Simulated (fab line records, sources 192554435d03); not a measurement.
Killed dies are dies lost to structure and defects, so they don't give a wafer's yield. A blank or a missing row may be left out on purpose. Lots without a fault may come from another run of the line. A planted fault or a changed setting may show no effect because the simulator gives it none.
Which tool did it? | flow n5_finfet | 9 lots, 27 wafers sampled, at 7 steps of a route of 1938

WHAT THE GAUGES READ, wafer by wafer
N5_BEOL_M4_THK_MEAS_53: measures by xrf. Usual: M4_THK 39.9 nm, standard deviation 1.2.
lot  | measured     | on            | M4_THK (nm)      | flag
L128 | day 9 01:03  | film_metro-02 | 39.6 39.0 39.9   |
L130 | day 9 18:29  | film_metro-02 | 40.7 40.3 39.2   |
L131 | day 9 20:25  | film_metro-01 | 41.1 38.9 40.4   |
L135 | day 10 02:23 | film_metro-01 | 40.1 38.2 39.3   |
L134 | day 10 17:34 | film_metro-01 | 39.8 38.3 41.0   |
L137 | day 11 03:32 | film_metro-02 | 155.7 146.0 40.8 | OFF
L139 | day 11 19:58 | film_metro-02 | 144.6 141.0 39.1 | OFF
L143 | day 12 13:37 | film_metro-02 | 39.5 40.0 42.9   |
L147 | day 13 12:50 | film_metro-01 | 41.2 40.0 42.5   |

N5_BEOL_M4_INSPECT_59: inspects for defects (darkfield). Usual: raw_defect_count 76, standard deviation 26.
lot  | measured     | on                | raw_defect_count | flag
L128 | day 9 01:21  | defect_inspect-01 | 88 52 110        |
L130 | day 9 18:48  | defect_inspect-02 | 49 86 58         |
L131 | day 9 20:47  | defect_inspect-02 | 95 70 112        |
L135 | day 10 02:43 | defect_inspect-02 | 90 86 87         |
L134 | day 10 17:51 | defect_inspect-02 | 120 76 101       |
L137 | day 11 03:49 | defect_inspect-02 | 4957 5059 91     | OFF
L139 | day 11 20:15 | defect_inspect-02 | 5012 4865 58     | OFF
L143 | day 12 13:55 | defect_inspect-02 | 242 131 73       |
L147 | day 13 13:07 | defect_inspect-02 | 87 58 86         |

N5_BEOL_M4_RC_MEAS_101. Usual: DIBL_N 36.5 mV/V, standard deviation 1.4; DIBL_P 36.6 mV/V, standard deviation 1.6; IOFF_N 0.160 nA/um, standard deviation 0.024; IOFF_P 0.217 nA/um, standard deviation 0.029; ION_N 674 uA/um, standard deviation 8.7; ION_P 464 uA/um, standard deviation 6.5; SS_N 71.6 mV/dec, standard deviation 0.47; SS_P 73.4 mV/dec, standard deviation 0.57; VT_N 250.0 mV, standard deviation 2.5; VT_P -250 mV, standard deviation 3.1.
lot  | measured     | on        | DIBL_N (mV/V)  | DIBL_P (mV/V)  | IOFF_N (nA/um)    | IOFF_P (nA/um)    | ION_N (uA/um) | ION_P (uA/um) | SS_N (mV/dec)  | SS_P (mV/dec)  | VT_N (mV)         | VT_P (mV)      | flag
L128 | day 9 01:41  | prober-02 | 34.9 33.5 35.1 | 35.5 33.6 36.0 | 0.155 0.128 0.159 | 0.228 0.191 0.224 | 680 667 687   | 471 466 471   | 71.6 71.3 72.0 | 73.5 72.9 73.1 | 249.3 252.2 249.7 | -249 -252 -247 |
L130 | day 9 18:49  | prober-02 | 38.8 35.9 37.8 | 39.8 36.3 38.6 | 0.211 0.160 0.187 | 0.253 0.196 0.226 | 694 677 679   | 465 457 460   | 72.7 71.2 70.8 | 74.1 73.5 74.0 | 248.9 250.0 249.7 | -249 -253 -253 |
L131 | day 9 20:58  | prober-01 | 36.2 35.4 36.4 | 36.6 34.5 37.0 | 0.161 0.140 0.168 | 0.244 0.202 0.238 | 670 670 679   | 472 462 470   | 71.7 71.5 71.6 | 74.0 72.5 73.5 | 248.0 250.6 248.6 | -245 -246 -246 |
L135 | day 10 02:55 | prober-02 | 38.4 37.3 37.9 | 37.1 36.7 36.9 | 0.194 0.182 0.184 | 0.234 0.243 0.232 | 675 687 680   | 462 467 469   | 71.9 71.9 71.9 | 73.4 74.1 73.7 | 245.2 248.5 245.5 | -250 -250 -251 |
L134 | day 10 18:02 | prober-02 | 36.5 36.8 37.5 | 33.8 35.0 35.5 | 0.151 0.151 0.163 | 0.192 0.203 0.220 | 676 678 677   | 461 468 466   | 71.2 71.1 71.2 | 72.1 73.8 73.2 | 250.4 249.4 249.3 | -251 -251 -248 |
L137 | day 11 04:28 | prober-01 | 36.0           | 35.4           | 0.140             | 0.210             | 675           | 468           | 71.0           | 72.9           | 249.9             | -249           |
L139 | day 11 20:53 | prober-02 | 36.4           | 36.4           | 0.155             | 0.219             | 678           | 469           | 70.4           | 73.7           | 251.5             | -249           |
L143 | day 12 14:25 | prober-01 | 36.7 36.8 35.0 | 38.8 39.0 36.9 | 0.167 0.173 0.146 | 0.226 0.231 0.194 | 666 669 672   | 463 459 460   | 72.0 71.6 71.7 | 74.2 73.8 73.3 | 249.4 250.7 250.6 | -253 -250 -252 |
L147 | day 13 13:08 | prober-01 | 35.8 34.8 37.9 | 38.6 37.1 40.1 | 0.164 0.143 0.199 | 0.217 0.193 0.236 | 677 677 686   | 454 461 458   | 71.6 70.9 73.0 | 73.5 73.4 74.4 | 248.1 252.1 248.2 | -249 -250 -249 |

WHICH TOOL RAN EACH LOT (tool, then ch and the chambers of the sampled wafers, then the start)
lot  | N5_BEOL_M4_SPUTTER_81        | N5_BEOL_M4_SPUTTER_92        | N5_BEOL_M4_ANNEAL_51             | N5_BEOL_M4_CMP_52
L128 | pvd_sputter-01, day 8 22:53  | pvd_sputter-01, day 8 23:46  | rtp_anneal-02 ch 0, day 9 00:33  | cmp-04 ch 0,3, day 9 00:46
L130 | pvd_sputter-02, day 9 16:22  | pvd_sputter-02, day 9 17:15  | rtp_anneal-02 ch 0, day 9 17:53  | cmp-02 ch 1,2, day 9 18:11
L131 | pvd_sputter-01, day 9 18:18  | pvd_sputter-01, day 9 19:11  | rtp_anneal-01 ch 0, day 9 19:52  | cmp-02 ch 2,3, day 9 20:07
L135 | pvd_sputter-03, day 10 00:17 | pvd_sputter-03, day 10 01:10 | rtp_anneal-01 ch 0, day 10 01:48 | cmp-02 ch 0,1,3, day 10 02:08
L134 | pvd_sputter-02, day 10 15:27 | pvd_sputter-02, day 10 16:20 | rtp_anneal-01 ch 0, day 10 17:01 | cmp-04 ch 0,1,2, day 10 17:20
L137 | pvd_sputter-02, day 11 01:24 | pvd_sputter-02, day 11 02:17 | rtp_anneal-02 ch 0, day 11 03:01 | cmp-02 ch 1,2,3, day 11 03:16
L139 | pvd_sputter-01, day 11 17:44 | pvd_sputter-01, day 11 18:37 | rtp_anneal-01 ch 0, day 11 19:25 | cmp-02 ch 0,2,3, day 11 19:44
L143 | pvd_sputter-01, day 12 11:30 | pvd_sputter-01, day 12 12:23 | rtp_anneal-02 ch 0, day 12 13:09 | cmp-04 ch 0,1,3, day 12 13:25
L147 | pvd_sputter-01, day 13 10:43 | pvd_sputter-01, day 13 11:36 | rtp_anneal-01 ch 0, day 13 12:14 | cmp-03 ch 0,1,3, day 13 12:32
- N5_BEOL_M4_SPUTTER_81: material Cu, target thk 4.5 nm, time 8.29 s.
- N5_BEOL_M4_SPUTTER_92: material Cu, target thk 4.5 nm, time 8.29 s.
- N5_BEOL_M4_ANNEAL_51: time 90 s.
- N5_BEOL_M4_CMP_52: polishes, stops on SiOC, t overpolish 6.8 s, target thk 40 nm.

WHAT THE TOOLS THEMSELVES READ (means of the sampled wafers that have a number; where no wafer has one, the mark that the record gives instead)
N5_BEOL_M4_SPUTTER_81. Usual: chuck_gas_flow_sccm 1.26 sccm, standard deviation 0.049; throttle_valve_pct 30.2 %, standard deviation 1.
lot  | tool           | chuck_gas_flow_sccm (sccm) | throttle_valve_pct (%) | flag
L128 | pvd_sputter-01 | 1.25                       | 29.8                   |
L130 | pvd_sputter-02 | 1.28                       | 29.7                   |
L131 | pvd_sputter-01 | 1.22                       | 29.8                   |
L135 | pvd_sputter-03 | 1.25                       | 30.3                   |
L134 | pvd_sputter-02 | 1.24                       | 28.9                   |
L137 | pvd_sputter-02 | 1.21                       | 29.8                   |
L139 | pvd_sputter-01 | 1.25                       | 30.2                   |
L143 | pvd_sputter-01 | 1.24                       | 30.0                   |
L147 | pvd_sputter-01 | 1.24                       | 29.8                   |

N5_BEOL_M4_SPUTTER_92. Usual: chuck_gas_flow_sccm 1.26 sccm, standard deviation 0.058; throttle_valve_pct 30.2 %, standard deviation 1.1.
lot  | tool           | chuck_gas_flow_sccm (sccm) | throttle_valve_pct (%) | flag
L128 | pvd_sputter-01 | 1.26                       | 29.7                   |
L130 | pvd_sputter-02 | 1.30                       | 29.8                   |
L131 | pvd_sputter-01 | 1.25                       | 29.9                   |
L135 | pvd_sputter-03 | 1.31                       | 30.2                   |
L134 | pvd_sputter-02 | 1.20                       | 29.0                   |
L137 | pvd_sputter-02 | 1.22                       | 29.8                   |
L139 | pvd_sputter-01 | 1.23                       | 30.3                   |
L143 | pvd_sputter-01 | 1.33                       | 29.9                   |
L147 | pvd_sputter-01 | 1.30                       | 29.9                   |

N5_BEOL_M4_ANNEAL_51. Usual: wafer_temp_C_max 225.65, standard deviation 0.22.
lot  | tool          | wafer_temp_C_max | flag
L128 | rtp_anneal-02 | 225.51           |
L130 | rtp_anneal-02 | 225.90           |
L131 | rtp_anneal-01 | 225.59           |
L135 | rtp_anneal-01 | 225.48           |
L134 | rtp_anneal-01 | 225.57           |
L137 | rtp_anneal-02 | 226.01           |
L139 | rtp_anneal-01 | 225.50           |
L143 | rtp_anneal-02 | 225.78           |
L147 | rtp_anneal-01 | 225.50           |

N5_BEOL_M4_CMP_52. Usual: barrier_field_endpoint_s 24.5 s, standard deviation 0.61; motor_current_A 6.3 A, standard deviation 0.49; overpolish_run_s 6.799 s, standard deviation 0.0091; time_to_endpoint_s 62.5 s, standard deviation 3.
lot  | tool   | barrier_field_endpoint_s (s) | motor_current_A (A) | overpolish_run_s (s) | time_to_endpoint_s (s) | flag
L128 | cmp-04 | 24.8                         | 6.1                 | 6.791                | 62.7                   |
L130 | cmp-02 | 24.4                         | 6.7                 | 6.802                | 62.3                   |
L131 | cmp-02 | 24.1                         | 6.4                 | 6.799                | 60.9                   |
L135 | cmp-02 | 24.4                         | 6.0                 | 6.813                | 61.1                   |
L134 | cmp-04 | 23.9                         | 6.5                 | 6.800                | 61.9                   |
L137 | cmp-02 | 35.7                         | 6.3                 | 2.300                | 74.1                   | OFF
L139 | cmp-02 | 35.6                         | 6.1                 | 2.298                | 73.1                   | OFF
L143 | cmp-04 | 25.0                         | 6.2                 | 6.794                | 61.1                   |
L147 | cmp-03 | 25.0                         | 6.1                 | 6.801                | 68.0                   |

THE ANSWER, worked out from the rows above alone
Rule: a lot is off if the mean of its wafers that have a number lies more than 3 standard deviations from the usual mean. A lot without any number at a reading at which 4 lots or more have one is off too. The other lots that the step has rows for count as sound. The gauges are gone through in route order, then the tools' own readings, and for those a lot's mean is taken as printed above. The first step at which some lot is off is used, and at that step the reading that is off furthest; a lot without a number counts as furthest.
Off: L137, L139, at N5_BEOL_M4_THK_MEAS_53 (M4_THK).
A tool fits if, at a process step before that reading, it ran every lot that is off, and no sound lot after the first of them. The gauges at N5_BEOL_M4_THK_MEAS_53 aren't tried: what is off there is off at N5_BEOL_M4_INSPECT_59 too, on other tools, and a gauge's error can't cause that. One fits: cmp-02 at N5_BEOL_M4_CMP_52. Its last sound lot is L135 (day 10 02:08), its first lot that is off L137 (day 11 03:16): a fault that began between those two fits.
The tool's own readings at N5_BEOL_M4_CMP_52 bear it out: on the lots that are off they differ by more than 5 times the standard deviation of the sound lots' means. barrier_field_endpoint_s reads 35.7 s there against 24.5 s on the sound lots; overpolish_run_s reads 2.299 s there against 6.800 s on the sound lots.

WHAT THE SIMULATOR HAD PUT IN
Process parameter drift: cmp-02, from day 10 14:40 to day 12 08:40, at N5_BEOL_M4_CMP_52. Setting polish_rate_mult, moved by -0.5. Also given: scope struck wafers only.
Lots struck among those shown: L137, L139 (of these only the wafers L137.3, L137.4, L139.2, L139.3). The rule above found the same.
